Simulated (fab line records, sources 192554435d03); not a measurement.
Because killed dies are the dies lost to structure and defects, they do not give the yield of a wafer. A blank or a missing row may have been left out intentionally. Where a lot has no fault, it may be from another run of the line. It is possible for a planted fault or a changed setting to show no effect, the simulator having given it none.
Problem report in the 8D (eight disciplines) form, filled by code :: flow n5Finfet :: the parts of the form that need people (team, actions taken, sign-off) are left out

1. WHAT IS WRONG
Mean IOFF_N_LONG at N5_BEOL_M4_RC_MEAS_101: 9.56e-05 nA/um over 3 wafers in 2 lots; fault-free wafers: 5.52e-05 nA/um, standard deviation 2.9e-06. That is +14 standard deviations from the usual mean.
First observed at day 9 22:37: wafer L465.3, on prober-02. At this step, 24 wafers from 8 lots have a number in the record. The rule behind "out" and "out of limits": a value lying over 4 standard deviations away from the usual mean. Any other wafer with a number is counted as sound.

2. WHAT IT IS AND WHAT IT IS NOT
question: which readings at this step
is: IOFF_N_LONG, IOFF_N, IOFF_N_85C, IOFF_N_LIN, VT_N_LONG
is not: DIBL_P, ION_N, ION_P, VT_P

question: which lots
is: L465, L467
is not: L461, L471, L477, L478, L480, L483

question: which wafers of those lots
is: L465.3, L465.4, L467.4
is not: L465.5, L467.2, L467.5

question: read on which gauges
is: prober-02
is not: prober-01

question: when
is: from day 9 22:37
is not: up to then (4 sound wafers); but 17 sound wafers of L467, L471, L477, L478, L480, L483 came after

3. THE SUSPECTS, EACH WITH WHAT RULES IT OUT
Counting: a tool at a process step up to the reading stays a suspect if it ran every lot that is out. Sound lots after the first of them don't rule it out here, since some wafers of a struck lot are sound.
- ruled out: the gauge at N5_BEOL_M4_RC_MEAS_101. All the wafers that are out were read on prober-02, but those of them that N5_HKMG_FIN_ETCH_58 has rows for are out there too, on other tools.
- rieDiel-03 at N5_HKMG_FIN_ETCH_55 (etches SOC in N2/H2, target depth 240 nm, time 300 s): kept. It processed each lot that is out (first: L465, day 5 17:22); up to then, its last sound lot is L461 (day 4 08:46).
- rieDiel-03 at N5_HKMG_FIN_ETCH_58 (etches SOC in N2/H2, target depth 215.8 nm, time 741 s): kept. It processed each lot that is out (first: L465, day 5 17:34); up to then, its last sound lot is L461 (day 4 08:58). Out on those wafers are its own readings of runLengthS.
After counting, rieDiel-03 at N5_HKMG_FIN_ETCH_55 and rieDiel-03 at N5_HKMG_FIN_ETCH_58 remain.

4. THE CAUSE (what the simulator had put in)
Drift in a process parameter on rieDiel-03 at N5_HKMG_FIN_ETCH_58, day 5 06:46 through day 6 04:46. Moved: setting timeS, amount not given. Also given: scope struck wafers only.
Of the 2 suspects that counting leaves, this tool is one.

5. THE CHAIN OF EFFECTS, in route order
One row per reading whose mean, taken over the struck wafers that have a number, lies over 3 standard deviations from the usual. Only readings for which the record gives a usual standard deviation are gone through. hours: the time from each lot's start at the first step in this table that gives one to its start at this step, as a median over the lots. sigmas: the change in usual standard deviations.
hours: 0
step: N5_HKMG_FIN_ETCH_58
reading: runLengthS
usual: 764.4 s
on struck wafers: 636.7
change: -127.7
sigmas: -99 or more

hours: 102
step: N5_BEOL_M4_RC_MEAS_101
reading: IOFF_N
usual: 0.155 nA/um
on struck wafers: 0.372
change: +0.217
sigmas: +7.5

hours: 102
step: N5_BEOL_M4_RC_MEAS_101
reading: IOFF_N_85C
usual: 3.0 nA/um
on struck wafers: 6.3
change: +3.3
sigmas: +7.2

hours: 102
step: N5_BEOL_M4_RC_MEAS_101
reading: IOFF_N_LIN
usual: 0.072 nA/um
on struck wafers: 0.164
change: +0.092
sigmas: +8.4

hours: 102
step: N5_BEOL_M4_RC_MEAS_101
reading: IOFF_N_LONG
usual: 5.52e-05 nA/um
on struck wafers: 9.56e-05
change: +4.04e-05
sigmas: +14

hours: 102
step: N5_BEOL_M4_RC_MEAS_101
reading: VT_N
usual: 250.4 mV
on struck wafers: 230.0
change: -20.4
sigmas: -7.0

hours: 102
step: N5_BEOL_M4_RC_MEAS_101
reading: VT_N_LONG
usual: 275.2 mV
on struck wafers: 256.7
change: -18.5
sigmas: -9.7

hours: 213
step: N5_PASSIVATION_PROBE_49
reading: sortNPass
usual: 1074
on struck wafers: 987
change: -87
sigmas: -4.8

hours: 213
step: N5_PASSIVATION_PROBE_49
reading: sortYieldPct
usual: 91.0 %
on struck wafers: 83.6
change: -7.4
sigmas: -4.9
The process steps in it:
- N5_HKMG_FIN_ETCH_58: etches SOC in N2/H2, target depth 215.8 nm, time 741 s.
- N5_PASSIVATION_PROBE_49

6. HOW IT WOULD HAVE BEEN CAUGHT EARLIER
The first out-of-limits reading at a measuring or inspecting step in this record came at day 9 22:37, 112 hours after the fault's start at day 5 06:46.
Tool's own readings at N5_HKMG_FIN_ETCH_58, runLengthS: out on all struck wafers the step has rows for; an alarm limit on them would have tripped on the first.
By day 9 22:37, every lot that is out (2) had started N5_HKMG_FIN_ETCH_58 on rieDiel-03. Holding the tool at that point would not have protected any of them.
